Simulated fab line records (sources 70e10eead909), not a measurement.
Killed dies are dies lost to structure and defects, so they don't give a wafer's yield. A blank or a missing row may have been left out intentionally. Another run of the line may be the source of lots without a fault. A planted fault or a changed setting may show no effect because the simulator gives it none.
Which tool is to blame?	flow nand-harc	15 lots with 45 wafers sampled at 4 steps, on a route of 1159 steps

== WHAT THE GAUGES READ, wafer by wafer ==
The record holds no reading of a measuring or inspecting step that can be judged against a usual standard deviation.

== WHAT TOOL EACH LOT RAN ON (gives the tool, then ch and the chambers of the sampled wafers, and finally the start) ==
lot	NHARC_A_STAIRCASE_TRIM_231	NHARC_A_STAIRCASE_DEVELOP_288	NHARC_A_STAIRCASE_HM_DEP_462	NHARC_A_STAIRCASE_DEP_301
L700	rie-diel-11 ch 0,1,3, day 12 11:00 or earlier	litho-track-03 ch 0, day 12 11:00	acl-dep-03 ch 0, day 12 15:34	pecvd-04 ch 1,2, day 12 17:10
L703	rie-diel-05 ch 0,1,3, day 12 16:00 or earlier	litho-track-02 ch 0, day 12 16:00	acl-dep-02 ch 0, day 12 20:20	pecvd-02 ch 0,1, day 12 22:13
L702	rie-diel-11 ch 1,2,3, day 12 17:00 or earlier	litho-track-02 ch 0, day 12 17:00	acl-dep-03 ch 0, day 12 20:32	pecvd-01 ch 0,1, day 12 22:23
L704	rie-diel-02 ch 1,2,3, day 13 13:00 or earlier	litho-track-02 ch 0, day 13 13:00	acl-dep-01 ch 0, day 13 18:34	pecvd-02 ch 0,1,2, day 13 20:06
L705	rie-diel-02 ch 0,2,3, day 13 15:00 or earlier	litho-track-05 ch 0, day 13 15:00	acl-dep-01 ch 0, day 13 20:41	pecvd-02 ch 1,2, day 13 22:00
L706	rie-diel-02 ch 0,1,3, day 13 20:00 or earlier	litho-track-02 ch 0, day 13 20:00	acl-dep-03 ch 0, day 14 00:05	pecvd-04 ch 1,2, day 14 02:27
L708	rie-diel-05 ch 0,2, day 14 02:00 or earlier	litho-track-05 ch 0, day 14 02:00	acl-dep-02 ch 0, day 14 05:38	pecvd-02 ch 0,2, day 14 07:15
L710	rie-diel-05 ch 0,2,3, day 14 11:00 or earlier	litho-track-03, day 14 11:00	acl-dep-01 ch 0, day 14 14:28	pecvd-02 ch 0,1, day 14 15:47
L709	rie-diel-05 ch 0,1,2, day 15 03:00 or earlier	litho-track-05, day 15 03:00	acl-dep-01 ch 0, day 15 06:46	pecvd-04 ch 0,1,2, day 15 08:37
L712	rie-diel-05 ch 0,2,3, day 15 06:00 or earlier	litho-track-05, day 15 06:00	acl-dep-01 ch 0, day 15 10:49	pecvd-01 ch 0,1, day 15 12:06
L711	rie-diel-11 ch 0,1, day 15 07:00 or earlier	litho-track-05 ch 0, day 15 07:00	acl-dep-02 ch 0, day 15 10:52	pecvd-04 ch 0,2, day 15 12:48
L715	rie-diel-11 ch 0,1, day 15 20:00 or earlier	litho-track-05 ch 0, day 15 20:00	acl-dep-01 ch 0, day 16 00:32	pecvd-02 ch 0,1, day 16 02:29
L718	rie-diel-05 ch 1,2,3, day 16 10:00 or earlier	litho-track-03 ch 0, day 16 10:00	acl-dep-03 ch 0, day 16 13:52	pecvd-01 ch 0,1, day 16 15:29
L719	rie-diel-11 ch 0,1, day 17 00:00 or earlier	litho-track-03 ch 0, day 17 00:00	acl-dep-03 ch 0, day 17 03:34	pecvd-01 ch 0,1, day 17 05:25
L720	rie-diel-11 ch 0,1, day 17 15:00 or earlier	litho-track-02 ch 0, day 17 15:00	acl-dep-03 ch 0, day 17 19:47	pecvd-01 ch 0,1,2, day 17 21:40
- NHARC_A_STAIRCASE_TRIM_231: chemistry O2, time 211.2 s.
- NHARC_A_STAIRCASE_DEVELOP_288: time 140 s.
- NHARC_A_STAIRCASE_HM_DEP_462: deposits aC, target thk 800 nm.
- NHARC_A_STAIRCASE_DEP_301: deposits SiON, target thk 30 nm.

== WHAT THE TOOLS THEMSELVES READ (means of the sampled wafers that have a number; where no wafer has one, the mark that the record gives instead) ==
NHARC_A_STAIRCASE_TRIM_231.
lot	tool	drypump-motor-current-A (A)	o2-flow-sccm (sccm)	oes-product-au (a.u.)	rf-vpp-V (V)	showerhead-plenum-p-Torr (Torr)	throttle-valve-pct (%)
L700	rie-diel-11	5.71	499.5	0.995	57.9	3.46	17.032
L703	rie-diel-05	5.62	498.6	0.990	57.7	3.55	17.034
L702	rie-diel-11	5.67	498.1	0.995	57.2	3.46	17.034
L704	rie-diel-02	5.84	500.9	1.007	57.4	3.46	17.040
L705	rie-diel-02	5.56	500.5	1.008	56.9	3.39	17.037
L706	rie-diel-02	5.60	499.2	1.012	57.1	3.44	17.035
L708	rie-diel-05	5.58	499.2	0.986	58.1	3.44	17.038
L710	rie-diel-05	5.56	500.6	0.993	57.7	3.53	17.032
L709	rie-diel-05	5.59	500.2	0.996	57.6	3.52	17.032
L712	rie-diel-05	5.56	500.6	0.992	57.3	3.53	17.040
L711	rie-diel-11	5.79	500.0	1.005	57.4	3.33	17.030
L715	rie-diel-11	5.95	501.1	0.999	57.7	3.34	17.046
L718	rie-diel-05	5.59	499.9	0.998	58.2	3.60	17.034
L719	rie-diel-11	5.78	500.1	1.002	57.8	3.33	17.026
L720	rie-diel-11	5.79	500.1	1.004	57.1	3.32	17.033

NHARC_A_STAIRCASE_DEVELOP_288.
lot	tool	chill-plate-temp-C (C)	exhaust-pa (Pa)
L700	litho-track-03	22.98	44.8
L703	litho-track-02	22.91	45.4
L702	litho-track-02	23.03	46.2
L704	litho-track-02	23.03	45.7
L705	litho-track-05	22.82	44.3
L706	litho-track-02	23.02	44.1
L708	litho-track-05	23.05	45.5
L710	litho-track-03	-	-
L709	litho-track-05	-	-
L712	litho-track-05	-	-
L711	litho-track-05	22.92	44.9
L715	litho-track-05	22.99	45.5
L718	litho-track-03	23.12	44.5
L719	litho-track-03	23.01	45.0
L720	litho-track-02	23.02	44.8

NHARC_A_STAIRCASE_HM_DEP_462.
lot	tool	throttle-valve-pct (%)
L700	acl-dep-03	34.986
L703	acl-dep-02	35.008
L702	acl-dep-03	34.989
L704	acl-dep-01	34.999
L705	acl-dep-01	34.988
L706	acl-dep-03	35.005
L708	acl-dep-02	34.999
L710	acl-dep-01	34.989
L709	acl-dep-01	35.000
L712	acl-dep-01	35.002
L711	acl-dep-02	35.006
L715	acl-dep-01	35.006
L718	acl-dep-03	35.009
L719	acl-dep-03	34.986
L720	acl-dep-03	34.995

NHARC_A_STAIRCASE_DEP_301.
lot	tool	heater-power-w (W)
L700	pecvd-04	859
L703	pecvd-02	710
L702	pecvd-01	792
L704	pecvd-02	756
L705	pecvd-02	786
L706	pecvd-04	892
L708	pecvd-02	698
L710	pecvd-02	753
L709	pecvd-04	819
L712	pecvd-01	778
L711	pecvd-04	827
L715	pecvd-02	722
L718	pecvd-01	730
L719	pecvd-01	731
L720	pecvd-01	765

== THE ANSWER, worked out from the rows above alone ==
Rule: usual is defined by the lots themselves. Put in order of their means at a reading, lots are off if they are a third of the lots or fewer, leave a main group of 4 or more, and stand apart from it by a gap of 3 or more times the standard deviation of the main group's means; of several such gaps the widest counts. The tables above print the reading to a certain number of digits; a main group whose means all agree to those digits is not used. Also off: a lot with no number at a reading for which 4 or more lots have one. The other lots that the step has rows for count as sound. First the gauges in route order, then the tools' own readings, where a lot's mean is used as printed above. At the first step where some lot is off, the reading lying furthest off is the one used; lots without a number count as furthest.
Off: L710, L709, L712, at NHARC_A_STAIRCASE_DEVELOP_288 (chill-plate-temp-C). Without a number there: L710, L709, L712. Main group: mean 22.99 C, sd 0.074.
If a tool, at that step or one of the process steps before it, ran each lot that is off and ran no sound lot following the first of them, it fits. With no start given for some of its lots, NHARC_A_STAIRCASE_TRIM_231 uses the hours and lot order of NHARC_A_STAIRCASE_DEVELOP_288. Not one of the candidates tried fits.

== WHAT HAD BEEN PUT IN BY THE SIMULATOR ==
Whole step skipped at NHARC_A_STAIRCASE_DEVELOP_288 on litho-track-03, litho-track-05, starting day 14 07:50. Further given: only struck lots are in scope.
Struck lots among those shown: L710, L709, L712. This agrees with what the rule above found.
